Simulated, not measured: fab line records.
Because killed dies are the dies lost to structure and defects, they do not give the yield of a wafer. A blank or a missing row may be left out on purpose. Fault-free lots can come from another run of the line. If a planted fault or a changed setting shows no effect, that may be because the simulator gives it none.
fab line records | flow nand-harc
record lots=12 | wafers=36 | last-day=32
route steps=1302 shown A_CHANNEL_HOLE_D2@597 A_CHANNEL_FILL_D2@614 END@1302
lots untouched by any fault: they come from a run of this same line in which no faults occurred
start-h: the number of hours between the record's first day and the start of the first shown wafer of the lot | wait-h: hours from the lot's prior step to this one | " same as the row above | L1.1+2: one row covering several wafers at once | - no value, or no start was given | * or withheld: withheld | < > ~ a bound
route shown NAME@n: names a module that has steps shown in the file, with the first one's number in the route | usual: the fault-free wafers' mean and standard deviation | same: alike in all rows | chamber/n: place in a boat | sites: each site's reading | _std_site: the values' standard deviation | _edge_site: inner sites' mean taken away from outer sites' mean | radius-mm: how far each site lies from the wafer's centre | mask NAME#n: copy n | behind: the tool/chamber that last shaped the wafer | hold: cause of the lot's hold/its duration in hours/its outcome | device: names the non-switching transistor (n, p or np) | end of line: at the end of the route, the tests of the same wafers | a step without rows: its recipe alone | killed: dies that structure and defects cost at the first sort, which is not the same as the wafer's yield | map: the dies of a wafer, with x for killed, . for not killed, _ for no die there
set.NAME: setting as actually run; set.NAME@STEP: the setting as run at that earlier step | model.NAME: the simulator's own value behind a step, which no gauge read
route steps across a sampled set of lots; one table per step, one row per wafer
services: from which hour (start-h, from the record's first day; less than 0 if before it) a tool's chamber was out of use, for how many hours, and why
## steps
# step NHARC_A_CHANNEL_HOLE_D2_ETCH_25
# recipe bias-v=5000 | source-w=withheld | pressure-mtorr=20 | time-s=1040.2 | ar-flow-sccm=375 | c4f8-flow-sccm=93.8 | o2-flow-sccm=31.2 | temp-c=-20 | target-depth-a=15000 | chemistry=C4F8/O2/Ar
# usual chamber-pressure-mTorr=20.002/0.019 | drypump-motor-current-A=6.0/0.43 | showerhead-plenum-p-Torr=3.62/0.15 | throttle-valve-pct=32.236/0.0092
lot.wafer | tool        | chamber | start-h | wait-h | chamber-pressure-mTorr | drypump-motor-current-A | rf-hours-counter-h | showerhead-plenum-p-Torr | throttle-valve-pct
L375.2    | har-etch-02 | 1       | 301.38  | 0.7    | 19.987                 | 6.3                     | 374                | 3.53                     | 32.229
L375.3    | "           | 0       | "       | "      | 20.001                 | 6.7                     | -                  | 3.49                     | 32.240
L375.4    | "           | 1       | "       | "      | 19.984                 | 6.3                     | -                  | 3.53                     | 32.240
L377.1    | har-etch-02 | 0       | 322.35  | 0.7    | 19.993                 | 6.8                     | 382                | 3.49                     | 32.236
L377.4    | "           | 1       | "       | "      | 20.035                 | 6.3                     | -                  | 3.53                     | 32.225
L377.5    | "           | 0       | "       | "      | 19.973                 | 6.8                     | -                  | 3.49                     | 32.247
L376.1    | har-etch-01 | 0       | 333.30  | 0.6    | 20.024                 | 6.0                     | 159                | 3.69                     | 32.247
L376.2    | "           | 1       | "       | "      | 20.017                 | 5.5                     | 159                | 3.53                     | 32.248
L376.3    | "           | 1       | "       | "      | 20.023                 | 5.5                     | -                  | 3.53                     | 32.248
L379.2    | har-etch-02 | 0       | 348.84  | 0.7    | 20.020                 | 6.7                     | 397                | 3.48                     | 32.228
L379.3    | "           | 1       | "       | "      | 20.003                 | 6.3                     | -                  | 3.52                     | 32.237
L379.5    | "           | 0       | "       | "      | 19.998                 | 6.8                     | -                  | 3.48                     | 32.239
L380.1    | har-etch-01 | 0       | 348.85  | 0.6    | 20.016                 | 6.0                     | 167                | 3.68                     | 32.222
L380.2    | "           | 1       | "       | "      | 19.954                 | 5.5                     | 167                | 3.53                     | 32.247
L380.5    | "           | 0       | "       | "      | 20.029                 | 6.0                     | -                  | 3.68                     | 32.250
L381.1    | har-etch-01 | 0       | -       | -      | 19.990                 | 6.0                     | 182                | 3.68                     | 32.238
L381.2    | "           | 1       | "       | "      | 20.027                 | 5.5                     | 182                | 3.52                     | 32.247
L381.5    | "           | 1       | "       | "      | 20.012                 | 5.5                     | -                  | 3.52                     | 32.243
L383.2    | har-etch-01 | 0       | 388.18  | 0.6    | 20.032                 | 6.0                     | 190                | 3.67                     | 32.228
L383.3    | "           | 0       | "       | "      | 19.975                 | 6.0                     | -                  | 3.67                     | 32.224
L383.6    | "           | 1       | "       | "      | 19.996                 | 5.5                     | -                  | 3.51                     | 32.251
L384.1    | har-etch-02 | 0       | 404.35  | 0.7    | 20.012                 | 6.7                     | 7                  | 3.92                     | 32.233
L384.4    | "           | 0       | "       | "      | 20.025                 | 6.7                     | -                  | 3.92                     | 32.234
L384.5    | "           | 0       | "       | "      | 20.001                 | 6.7                     | -                  | 3.92                     | 32.241
L387.2    | har-etch-01 | 0       | 433.97  | 0.6    | 20.024                 | 6.0                     | 221                | 3.66                     | 32.215
L387.4    | "           | 0       | "       | "      | 19.998                 | 6.1                     | -                  | 3.66                     | 32.247
L387.3    | "           | 1       | "       | "      | 20.009                 | 5.5                     | -                  | 3.50                     | 32.222
L389.1    | har-etch-01 | 1       | 456.23  | 0.6    | 19.987                 | 5.6                     | 236                | 3.49                     | 32.224
L389.3    | "           | 0       | "       | "      | 19.994                 | 6.0                     | -                  | 3.65                     | 32.230
L389.4    | "           | 1       | "       | "      | 20.006                 | 5.5                     | -                  | 3.49                     | 32.242
L395.1    | har-etch-01 | 1       | 501.07  | 0.6    | 20.003                 | 5.5                     | 259                | 3.48                     | 32.243
L395.4    | "           | 0       | "       | "      | 20.003                 | 6.0                     | -                  | 3.64                     | 32.244
L395.5    | "           | 1       | "       | "      | 19.961                 | 5.5                     | -                  | 3.48                     | 32.239
L396.1    | har-etch-02 | 1       | 514.93  | 0.6    | 20.001                 | 6.3                     | 75                 | 3.89                     | 32.241
L396.5    | "           | 1       | "       | "      | 20.005                 | 6.3                     | -                  | 3.88                     | 32.249
L396.6    | "           | 0       | "       | "      | 20.030                 | 6.8                     | -                  | 3.89                     | 32.247
# step NHARC_A_CHANNEL_HOLE_D2_INSPECT_40
# usual raw-defect-count=273/71
lot.wafer | tool              | chamber | start-h | wait-h | raw-defect-count
L375.2    | defect-inspect-01 | -       | 304.19  | -      | 284
L375.3    | "                 | -       | "       | "      | 214
L375.4    | "                 | -       | "       | "      | 244
L377.1    | defect-inspect-01 | -       | 325.02  | -      | 325
L377.4    | "                 | -       | "       | "      | 269
L377.5    | "                 | -       | "       | "      | 276
L376.1    | defect-inspect-01 | -       | 336.12  | -      | 307
L376.2    | "                 | -       | "       | "      | 181
L376.3    | "                 | -       | "       | "      | 238
L379.2    | defect-inspect-01 | -       | 351.51  | -      | 284
L379.3    | "                 | -       | "       | "      | 235
L379.5    | "                 | -       | "       | "      | 304
L380.1    | defect-inspect-02 | -       | 351.65  | -      | 443
L380.2    | "                 | -       | "       | "      | 181
L380.5    | "                 | -       | "       | "      | 368
L381.1    | defect-inspect-02 | -       | 380.11  | -      | 225
L381.2    | "                 | -       | "       | "      | 230
L381.5    | "                 | -       | "       | "      | 252
L383.2    | defect-inspect-02 | -       | 390.98  | -      | 238
L383.3    | "                 | -       | "       | "      | 274
L383.6    | "                 | -       | "       | "      | 306
L384.1    | defect-inspect-02 | -       | 407.02  | -      | 212
L384.4    | "                 | -       | "       | "      | 281
L384.5    | "                 | -       | "       | "      | 244
L387.2    | defect-inspect-02 | -       | 436.79  | -      | 389
L387.3    | "                 | -       | "       | "      | 314
L387.4    | "                 | -       | "       | "      | 364
L389.1    | defect-inspect-01 | -       | 458.90  | -      | 246
L389.3    | "                 | -       | "       | "      | 217
L389.4    | "                 | -       | "       | "      | 241
L395.1    | defect-inspect-02 | -       | 504.01  | -      | 206
L395.4    | "                 | -       | "       | "      | 171
L395.5    | "                 | -       | "       | "      | 292
L396.1    | defect-inspect-02 | -       | 517.73  | -      | 167
L396.5    | "                 | -       | "       | "      | 178
L396.6    | "                 | -       | "       | "      | 167
# step NHARC_A_CHANNEL_FILL_D2_ALD_14
# recipe target-thk-a=25 | pulse-time-s=10 | ald-cycles=25 | temp-c=300 | material=SiO2
# usual heater-power-w=461/46 | precursor-pulse-height-rel=1.000/0.02
lot.wafer | tool      | chamber | start-h | wait-h | heater-power-w | precursor-pulse-height-rel
L375.2    | ald-hk-03 | 2       | 311.40  | 0.0    | 430            | 0.993
L375.4    | "         | 3       | "       | "      | 535            | 1.001
L375.3    | "         | 0       | "       | "      | 437            | 0.990
L377.4    | ald-hk-02 | 1       | 332.30  | 0.1    | 457            | 0.996
L377.1    | "         | 2       | "       | "      | 434            | 0.967
L377.5    | "         | 3       | "       | "      | 419            | 1.024
L376.1    | ald-hk-01 | 0       | 343.28  | 0.0    | 455            | 1.022
L376.3    | "         | 1       | "       | "      | 490            | 0.973
L376.2    | "         | 2       | "       | "      | 467            | 0.987
L379.3    | ald-hk-02 | 1       | 358.80  | 0.1    | 425            | 0.966
L379.2    | "         | 2       | "       | "      | 443            | 0.982
L379.5    | "         | 0       | "       | "      | 518            | 0.992
L380.1    | ald-hk-01 | 2       | 358.81  | 0.1    | 463            | 1.029
L380.2    | "         | 0       | "       | "      | 453            | 1.029
L380.5    | "         | 2       | "       | "      | 463            | 0.975
L381.2    | ald-hk-03 | 1       | 387.30  | 0.0    | 387            | 0.997
L381.1    | "         | 0       | "       | "      | 426            | 1.030
L381.5    | "         | 2       | "       | "      | 453            | 0.988
L383.2    | ald-hk-01 | 0       | 398.18  | 0.1    | 452            | 1.020
L383.3    | "         | 1       | "       | "      | 502            | 1.017
L383.6    | "         | 3       | "       | "      | 506            | 1.003
L384.4    | ald-hk-03 | 2       | 414.28  | 0.1    | 417            | 0.978
L384.1    | "         | 0       | "       | "      | 429            | 1.011
L384.5    | "         | 1       | "       | "      | 422            | 1.034
L387.2    | ald-hk-03 | 2       | 446.34  | 2.4    | 430            | 1.027
L387.4    | "         | 3       | "       | "      | 551            | 1.016
L387.3    | "         | 1       | "       | "      | 424            | 1.027
L389.4    | ald-hk-03 | 0       | 463.69  | 0.3    | 430            | 0.999
L389.3    | "         | 1       | "       | "      | 419            | 0.998
L389.1    | "         | 3       | "       | "      | 535            | 0.983
L395.1    | ald-hk-02 | 1       | 511.33  | 0.1    | 437            | 1.012
L395.4    | "         | 2       | "       | "      | 433            | 0.999
L395.5    | "         | 0       | "       | "      | 505            | 1.036
L396.1    | ald-hk-03 | 0       | 524.57  | 0.4    | 430            | 1.011
L396.6    | "         | 1       | "       | "      | 423            | 1.007
L396.5    | "         | 2       | "       | "      | 419            | 1.026
# step NHARC_A_CHANNEL_FILL_D2_ETCHBACK_20
# recipe target-depth-a=270 | time-s=13.5 | c4f8-flow-sccm=withheld | o2-flow-sccm=8 | ar-flow-sccm=withheld | rf-w=600 | bias-w=1500 | chemistry=C4F8/O2/Ar
# usual bias-w=1500/4.8 | chamber-pressure-mTorr=24.999/0.021 | oes-product-au=0.98/0.032 | rf-vpp-V=977/4.8
lot.wafer | tool        | chamber | start-h | wait-h | bias-w | chamber-pressure-mTorr | oes-product-au | rf-hours-counter-h | rf-vpp-V
L375.2    | rie-diel-10 | 1       | 329.03  | -      | 1501   | 25.021                 | 0.99           | 2                  | 977
L375.3    | "           | 3       | "       | "      | 1503   | 25.000                 | 1.00           | 2                  | 970
L375.4    | "           | 0       | "       | "      | 1497   | 25.016                 | 1.00           | 2                  | 973
L377.1    | rie-diel-10 | 3       | 348.84  | -      | 1506   | 25.003                 | 1.00           | 3                  | 970
L377.4    | "           | 0       | "       | "      | 1493   | 25.018                 | 0.99           | 2                  | 973
L377.5    | "           | 2       | "       | "      | 1504   | 25.045                 | 1.00           | -                  | 978
L376.1    | rie-diel-01 | 2       | 361.16  | -      | 1503   | 25.022                 | 0.94           | 4                  | 979
L376.2    | "           | 3       | "       | "      | 1497   | 24.972                 | 0.95           | 3                  | 986
L376.3    | "           | 1       | "       | "      | 1503   | 25.017                 | 0.94           | 4                  | 974
L380.2    | rie-diel-01 | 3       | 376.34  | -      | 1497   | 25.004                 | 1.00           | 3                  | 986
L380.1    | "           | 1       | "       | "      | 1507   | 25.003                 | 0.98           | 4                  | 975
L380.5    | "           | 0       | "       | "      | 1493   | 24.997                 | 0.99           | -                  | 975
L379.3    | rie-diel-10 | 1       | 376.34  | -      | 1500   | 24.967                 | 0.93           | 3                  | 977
L379.2    | "           | 2       | "       | "      | 1502   | 24.970                 | 0.93           | 3                  | 979
L379.5    | "           | 0       | "       | "      | 1503   | 25.013                 | 0.92           | -                  | 972
L381.1    | rie-diel-10 | 0       | 401.47  | -      | 1506   | 24.989                 | 0.99           | 4                  | 972
L381.2    | "           | 1       | "       | "      | 1504   | 25.018                 | 1.00           | 4                  | 978
L381.5    | "           | 1       | "       | "      | 1504   | 24.998                 | 1.00           | -                  | 979
L383.2    | rie-diel-01 | 0       | 415.26  | -      | 1503   | 24.972                 | 0.92           | 1                  | 975
L383.3    | "           | 2       | "       | "      | 1498   | 25.005                 | 0.92           | 1                  | 978
L383.6    | "           | 3       | "       | "      | 1496   | 24.980                 | 0.93           | -                  | 986
L384.4    | rie-diel-10 | 3       | 430.82  | -      | 1499   | 24.988                 | 1.00           | 0                  | 971
L384.1    | "           | 2       | "       | "      | 1499   | 25.004                 | 1.01           | 0                  | 977
L384.5    | "           | 0       | "       | "      | 1505   | 24.955                 | 1.00           | -                  | 974
L387.2    | rie-diel-10 | 3       | 463.38  | -      | 1505   | 25.026                 | 1.01           | 1                  | 970
L387.3    | "           | 1       | "       | "      | 1505   | 24.982                 | 1.01           | 1                  | 975
L387.4    | "           | 2       | "       | "      | 1499   | 24.980                 | 1.00           | 1                  | 978
L389.4    | rie-diel-01 | 0       | 480.77  | -      | 1504   | 24.998                 | 1.00           | 2                  | 976
L389.3    | "           | 1       | "       | "      | 1500   | 24.995                 | 0.99           | 2                  | 974
L389.1    | "           | 2       | "       | "      | 1508   | 24.995                 | 0.99           | 2                  | 979
L395.1    | rie-diel-01 | 0       | 529.17  | -      | 1498   | 25.040                 | 0.80           | 4                  | 976
L395.4    | "           | 1       | "       | "      | 1493   | 24.998                 | 0.99           | 4                  | 974
L395.5    | "           | 3       | "       | "      | 1500   | 24.974                 | 0.99           | -                  | 986
L396.1    | rie-diel-10 | 1       | 541.86  | -      | 1502   | 24.980                 | 1.00           | 2                  | 976
L396.5    | "           | 2       | "       | "      | 1496   | 25.020                 | 1.02           | -                  | 978
L396.6    | "           | 3       | "       | "      | 1504   | 24.977                 | 1.00           | -                  | 970
# step NHARC_END_SORT_01
# recipe temp-c=25
# usual killed-at-array=52/16 | killed-at-other=0.8/1.1 | killed-at-periphery=4.2/2.5 | killed-dies=57/16 | killed-open=3.4/2 | killed-short=2.6/1.6
# same gross-dies=677
lot.wafer | tool      | chamber | start-h | wait-h | hold                     | killed-at-array | killed-at-other | killed-at-periphery | killed-dies | killed-open | killed-short
L379.2    | prober-01 | 0       | 603.41  | 2.8    | -                        | 79              | 0               | 2                   | 81          | 0           | 3
L379.3    | prober-01 | 0       | 604.21  | 3.1    | -                        | 63              | 0               | 2                   | 65          | 4           | 1
L379.5    | prober-01 | 0       | 605.82  | 3.7    | -                        | 90              | 0               | 3                   | 93          | 7           | 2
L380.1    | prober-01 | 0       | 612.03  | 2.5    | -                        | 20              | 1               | 2                   | 23          | 4           | 0
L380.2    | prober-01 | 0       | 612.83  | 2.8    | -                        | 22              | 0               | 3                   | 25          | 9           | 0
L380.5    | prober-01 | 0       | 615.22  | 3.7    | -                        | 19              | 0               | 3                   | 22          | 2           | 5
L381.1    | prober-01 | 0       | 634.23  | 2.4    | -                        | 72              | 2               | 1                   | 75          | 2           | 2
L381.2    | prober-01 | 0       | 635.03  | 2.7    | -                        | 60              | 2               | 2                   | 64          | 1           | 1
L381.5    | prober-01 | 0       | 637.41  | 3.7    | -                        | 76              | 1               | 6                   | 83          | 3           | 3
L383.2    | prober-01 | 0       | 660.67  | 2.8    | -                        | 33              | 1               | 4                   | 38          | 3           | 1
L383.3    | prober-01 | 0       | 661.46  | 3.1    | -                        | 27              | 0               | 7                   | 34          | 4           | 2
L383.6    | prober-01 | 0       | 663.84  | 4.0    | -                        | 32              | 1               | 2                   | 35          | 3           | 3
L384.1    | prober-02 | 0       | 668.62  | 2.5    | -                        | 43              | 0               | 8                   | 51          | 1           | 1
L384.4    | prober-02 | 0       | 670.98  | 3.4    | -                        | 49              | 1               | 7                   | 57          | 5           | 1
L384.5    | prober-02 | 0       | 671.76  | 3.7    | -                        | 51              | 2               | 4                   | 57          | 3           | 2
L387.2    | prober-01 | 0       | 691.54  | 2.8    | -                        | 48              | 1               | 3                   | 52          | 5           | 5
L387.3    | prober-01 | 0       | 692.33  | 3.1    | -                        | 43              | 0               | 6                   | 49          | 3           | 1
L387.4    | prober-01 | 0       | 693.13  | 3.4    | -                        | 48              | 0               | 3                   | 51          | 1           | 1
L395.1    | prober-01 | 0       | 761.49  | 2.5    | await-dispo/2.9h/release | 128             | 1               | 5                   | 134         | 2           | 4
L395.4    | prober-01 | 0       | 763.88  | 3.4    | await-dispo/2.9h/release | 47              | 1               | 2                   | 50          | 1           | 1
L395.5    | prober-01 | 0       | 764.68  | 3.7    | await-dispo/2.9h/release | 51              | 0               | 7                   | 58          | 4           | 3
# killed by level:class
L379.2 A_CHANNEL_HOLE_D1:chamber-film-flake=25 A_CHANNEL_HOLE_D2:chamber-film-flake=25 A_SLIT:chamber-film-flake=15 A_CONTACT:chamber-film-flake=5 A_STAIRCASE:chamber-film-flake=3 A_ZERO_WELL:chamber-film-flake=2 A_M0:chamber-film-flake=2 P_GATE:geometric-particle:short=1
L379.3 A_SLIT:chamber-film-flake=22 A_CHANNEL_HOLE_D1:chamber-film-flake=13 A_CHANNEL_HOLE_D2:chamber-film-flake=11 A_CONTACT:chamber-film-flake=6 A_STAIRCASE:chamber-film-flake=3 A_CHANNEL_FILL_D2:chamber-film-flake=2 A_M0:chamber-film-flake=2 P_CONTACT:geometric-particle:open=1
L379.5 A_CHANNEL_HOLE_D2:chamber-film-flake=31 A_CHANNEL_HOLE_D1:chamber-film-flake=23 A_SLIT:chamber-film-flake=16 A_CHANNEL_FILL_D1:chamber-film-flake=4 A_ZERO_WELL:chamber-film-flake=3 A_STAIRCASE:chamber-film-flake=3 A_CONTACT:geometric-particle:open=2 A_CONTACT:chamber-film-flake=2
L380.1 A_CHANNEL_HOLE_D2:chamber-film-flake=11 A_CHANNEL_HOLE_D1:chamber-film-flake=2 A_STAIRCASE:chamber-film-flake=2 P_GATE:geometric-particle:open=1 A_CHANNEL_HOLE_D1:geometric-particle:open=1 A_CHANNEL_FILL_D1:geometric-particle:open=1 A_WL_FILL:geometric-particle:open=1 P_ZERO_WELL:chamber-film-flake=1
L380.2 A_CHANNEL_HOLE_D2:chamber-film-flake=5 A_CHANNEL_FILL_D2:chamber-film-flake=4 A_CONTACT:chamber-film-flake=3 A_CHANNEL_FILL_D1:geometric-particle:open=2 A_WL_FILL:geometric-particle:open=2 A_M1:geometric-particle:open=2 A_M1:chamber-film-flake=2 P_STI:geometric-particle:open=1
L380.5 A_CHANNEL_HOLE_D2:chamber-film-flake=7 A_CHANNEL_FILL_D1:geometric-particle:short=3 P_ZERO_WELL:chamber-film-flake=2 A_CHANNEL_FILL_D2:chamber-film-flake=2 A_STAIRCASE:chamber-film-flake=2 P_CONTACT:geometric-particle:short=1 A_ONON_D1:geometric-particle:short=1 A_ONON_D1:geometric-particle:open=1
L381.1 A_CHANNEL_HOLE_D1:chamber-film-flake=29 A_SLIT:chamber-film-flake=25 A_CHANNEL_HOLE_D2:chamber-film-flake=7 A_BONDPAD:chamber-film-flake=4 A_STAIRCASE:chamber-film-flake=3 THIN_TSV:chamber-film-flake=2 A_CHANNEL_FILL_D1:geometric-particle:open=1 A_DECK1_JOINT:geometric-particle:short=1
L381.2 A_CHANNEL_HOLE_D1:chamber-film-flake=25 A_SLIT:chamber-film-flake=18 A_CHANNEL_HOLE_D2:chamber-film-flake=8 A_STAIRCASE:chamber-film-flake=3 A_WL_FILL:chamber-film-flake=2 A_BONDPAD:chamber-film-flake=2 THIN_TSV:chamber-film-flake=2 P_M0:geometric-particle:open=1
L381.5 A_SLIT:chamber-film-flake=31 A_CHANNEL_HOLE_D1:chamber-film-flake=17 A_CHANNEL_HOLE_D2:chamber-film-flake=10 A_BONDPAD:chamber-film-flake=6 P_M2:chamber-film-flake=4 A_STAIRCASE:chamber-film-flake=4 A_CONTACT:chamber-film-flake=2 P_CONTACT:geometric-particle:short=1
L383.2 A_CHANNEL_HOLE_D2:chamber-film-flake=12 A_STAIRCASE:chamber-film-flake=6 A_WL_FILL:chamber-film-flake=4 A_CHANNEL_HOLE_D1:chamber-film-flake=3 A_SLIT:chamber-film-flake=3 P_M2:chamber-film-flake=2 P_BONDPAD:chamber-film-flake=2 A_DECK1_JOINT:geometric-particle:open=1
L383.3 A_CHANNEL_HOLE_D2:chamber-film-flake=13 A_STAIRCASE:chamber-film-flake=4 A_SLIT:chamber-film-flake=3 P_STI:chamber-film-flake=2 P_BONDPAD:chamber-film-flake=2 P_GATE:geometric-particle:open=1 P_CONTACT:geometric-particle:open=1 A_CHANNEL_FILL_D1:geometric-particle:short=1
L383.6 A_CHANNEL_HOLE_D2:chamber-film-flake=12 A_STAIRCASE:chamber-film-flake=7 A_CHANNEL_FILL_D1:geometric-particle:short=2 P_STI:chamber-film-flake=2 A_SLIT:chamber-film-flake=2 A_CONTACT:chamber-film-flake=2 A_ONON_D1:geometric-particle:open=1 A_WL_FILL:geometric-particle:short=1
L384.1 A_CHANNEL_HOLE_D1:chamber-film-flake=20 A_CONTACT:chamber-film-flake=8 P_BONDPAD:chamber-film-flake=6 A_CHANNEL_HOLE_D2:chamber-film-flake=5 A_CHANNEL_FILL_D2:chamber-film-flake=3 A_SLIT:chamber-film-flake=3 P_M2:geometric-particle:short=1 A_WL_FILL:geometric-particle:open=1
L384.4 A_CHANNEL_HOLE_D1:chamber-film-flake=37 P_CONTACT:chamber-film-flake=3 P_BONDPAD:chamber-film-flake=2 A_CHANNEL_HOLE_D2:chamber-film-flake=2 A_CHANNEL_FILL_D2:chamber-film-flake=2 P_M0:geometric-particle:open=1 P_M1:geometric-particle:open=1 A_ONON_D1:geometric-particle:open=1
L384.5 A_CHANNEL_HOLE_D1:chamber-film-flake=29 P_BONDPAD:chamber-film-flake=4 A_STAIRCASE:chamber-film-flake=4 A_CONTACT:chamber-film-flake=4 A_CHANNEL_HOLE_D2:chamber-film-flake=3 A_CHANNEL_FILL_D2:chamber-film-flake=3 A_SLIT:chamber-film-flake=3 THIN_TSV:chamber-film-flake=2
L387.2 A_CHANNEL_HOLE_D2:chamber-film-flake=15 A_CONTACT:chamber-film-flake=9 A_STAIRCASE:chamber-film-flake=6 A_SLIT:chamber-film-flake=4 A_WL_FILL:geometric-particle:short=2 A_CHANNEL_HOLE_D1:chamber-film-flake=2 P_GATE:geometric-particle:open=1 A_ONON_D1:geometric-particle:open=1
L387.3 A_CHANNEL_HOLE_D2:chamber-film-flake=16 A_CONTACT:chamber-film-flake=10 A_CHANNEL_HOLE_D1:chamber-film-flake=7 A_SLIT:chamber-film-flake=4 P_ZERO_WELL:chamber-film-flake=3 A_STAIRCASE:chamber-film-flake=2 P_CONTACT:geometric-particle:open=1 P_M0:geometric-particle:open=1
L387.4 A_CHANNEL_HOLE_D2:chamber-film-flake=20 A_CONTACT:chamber-film-flake=9 A_CHANNEL_HOLE_D1:chamber-film-flake=6 A_STAIRCASE:chamber-film-flake=4 P_ZERO_WELL:chamber-film-flake=3 A_SLIT:chamber-film-flake=3 A_WL_FILL:chamber-film-flake=2 A_CHANNEL_FILL_D2:geometric-particle:open=1
L395.1 A_CHANNEL_FILL_D2:area-etchback=84 A_CHANNEL_HOLE_D2:chamber-film-flake=17 A_SLIT:chamber-film-flake=9 A_CHANNEL_HOLE_D1:chamber-film-flake=6 A_CONTACT:chamber-film-flake=4 P_GATE:chamber-film-flake=3 A_ONON_D2:geometric-particle:short=2 A_WL_FILL:chamber-film-flake=2
L395.4 A_CHANNEL_HOLE_D2:chamber-film-flake=22 A_CHANNEL_HOLE_D1:chamber-film-flake=10 A_SLIT:chamber-film-flake=6 A_STAIRCASE:chamber-film-flake=3 A_CHANNEL_FILL_D2:chamber-film-flake=2 A_WL_FILL:chamber-film-flake=2 STARTING-WAFER:geometric-particle:open=1 A_CHANNEL_FILL_D2:geometric-particle:short=1
L395.5 A_CHANNEL_HOLE_D1:chamber-film-flake=17 A_CHANNEL_HOLE_D2:chamber-film-flake=17 A_SLIT:chamber-film-flake=7 P_GATE:chamber-film-flake=3 A_STAIRCASE:chamber-film-flake=3 A_CONTACT:chamber-film-flake=3 P_CONTACT:geometric-particle:open=1 P_M0:geometric-particle:open=1
## services
tool        | chamber | start-h | hours | kind
rie-diel-01 | 2       | 283.31  | 2.1   | repair
ald-hk-01   | -       | 296.46  | 10.0  | pm
rie-diel-01 | 3       | 297.93  | 10.2  | repair
ald-hk-02   | -       | 298.42  | 8.6   | repair
rie-diel-10 | 0       | 300.69  | -     | clean
rie-diel-10 | 1       | 300.69  | -     | clean
rie-diel-10 | 2       | 300.69  | -     | clean
rie-diel-10 | 3       | 300.69  | -     | clean
rie-diel-01 | 3       | 320.69  | 7.3   | repair
rie-diel-10 | 0       | 325.19  | -     | clean
rie-diel-10 | 2       | 346.32  | 2.1   | repair
ald-hk-02   | -       | 348.35  | 10.0  | pm
har-etch-02 | -       | 380.13  | 17.0  | pm
rie-diel-01 | -       | 380.84  | 9.0   | pm
ald-hk-03   | -       | 392.88  | 2.6   | repair
rie-diel-10 | 3       | 401.17  | 5.9   | repair
rie-diel-10 | 0       | 407.13  | 5.9   | repair
rie-diel-10 | 2       | 409.15  | 17.1  | repair
rie-diel-10 | -       | 419.69  | 9.0   | pm
ald-hk-03   | -       | 459.29  | 0.5   | repair
ald-hk-01   | -       | 474.46  | 10.0  | pm
rie-diel-01 | 0       | 484.63  | 6.1   | repair
rie-diel-01 | 3       | 494.55  | 4.8   | repair
ald-hk-01   | -       | 520.12  | 1.7   | repair
## key
first-sign step=NHARC_A_CHANNEL_FILL_D2_ETCHBACK_20 | reading=oes-product-au | direction=down | sigmas=5.4 | usual=0.98 | struck=0.80
effect step=NHARC_END_SORT_01 | reading=killed-dies | direction=up | sigmas=4.8 | usual=57 | struck=134
more-kills-born-at NHARC_A_CHANNEL_FILL_D2_ETCHBACK_20@rie-diel-01=84
met-at NHARC_A_CHANNEL_FILL_D2_ETCHBACK_20
struck-lots L395
struck-wafers L395.1
tester-left-out L395
not-acting-at NHARC_A_CHANNEL_HOLE_D2_ETCH_25,NHARC_A_CHANNEL_HOLE_D2_INSPECT_40,NHARC_A_CHANNEL_FILL_D2_ALD_14
onset-between 480.77 529.17
fault kind=process-parameter-drift | tool=rie-diel-01 | chamber=0 | onset-h=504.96 | steps=NHARC_A_CHANNEL_FILL_D2_ETCHBACK_20 | channel=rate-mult | offset=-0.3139 | shape=step | end-h=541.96
# tester-left-out: of these lots the tester's yield and bins aren't shown, on N5 and GAA mostly nor the transistor test; their killed dies are dies lost to structure and defects alone, not to doping, threshold or leakage, so they don't give the yield
